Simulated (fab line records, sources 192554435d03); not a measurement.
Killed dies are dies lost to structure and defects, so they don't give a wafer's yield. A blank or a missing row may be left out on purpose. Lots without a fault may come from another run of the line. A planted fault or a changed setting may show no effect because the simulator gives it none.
Chamber matching | flow n5_finfet | N5_BEOL_M11_ETCH_61 on rie_diel-06: 4 sister chambers
The step etches SiARC in CF4, target depth 39 nm, time 65 s. 8 wafers are shown with their chamber, then 11 later ones without.

WAFERS WITH THEIR CHAMBER
wafer  | chamber | showerhead_plenum_p_Torr (Torr) | throttle_valve_pct (%)
L078.2 | 3       | 2.02                            | 15.70
L078.6 | 3       | 2.02                            | 15.71
L088.2 | 2       | 2.22                            | 15.40
L088.5 | 1       | 2.17                            | 15.35
L090.1 | 2       | 2.22                            | 15.39
L090.4 | 0       | 2.16                            | 15.36
L090.5 | 1       | 2.17                            | 15.37
L094.1 | 0       | 2.15                            | 15.38

WAFERS WITHOUT THEIR CHAMBER
wafer  | showerhead_plenum_p_Torr (Torr) | throttle_valve_pct (%)
L094.2 | 2.16                            | 15.39
L094.4 | 2.22                            | 15.42
L092.1 | 2.27                            | 15.23
L092.3 | 2.16                            | 15.40
L092.5 | 2.27                            | 15.23
L096.1 | 2.15                            | 15.39
L096.2 | 2.16                            | 15.42
L096.3 | 2.27                            | 15.25
L097.2 | 2.27                            | 15.26
L097.4 | 2.15                            | 15.41
L097.6 | 2.16                            | 15.41

WHICH CHAMBER EACH WENT THROUGH
wafer  | from the rows above     | in truth
L094.2 | can't be placed: 0 or 1 | 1
L094.4 | 2                       | 2
L092.1 | 2                       | 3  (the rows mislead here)
L092.3 | can't be placed: 0 or 1 | 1
L092.5 | 2                       | 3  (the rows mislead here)
L096.1 | 0                       | 0
L096.2 | can't be placed: 0 or 1 | 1
L096.3 | 2                       | 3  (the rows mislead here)
L097.2 | 2                       | 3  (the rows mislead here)
L097.4 | 0                       | 0
L097.6 | can't be placed: 0 or 1 | 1
Placed correctly: 3 of 11. Can't be placed from these rows: 4 (the true chamber is among the candidates in 4). Placed wrongly: 4.
How it was worked out, from the rows above alone: a wafer's distance from a chamber is the root of the sum, over the readings, of the square of ((its reading less the chamber's mean) divided by the reading's scatter). The wafer belongs to the nearest chamber; if the next one is less than 2 further off, it can't be placed. A chamber's mean is the mean of its shown wafers. The scatter: the root of (the sum of the squares of (reading less its chamber's mean) over the shown wafers, divided by (wafers less chambers)).
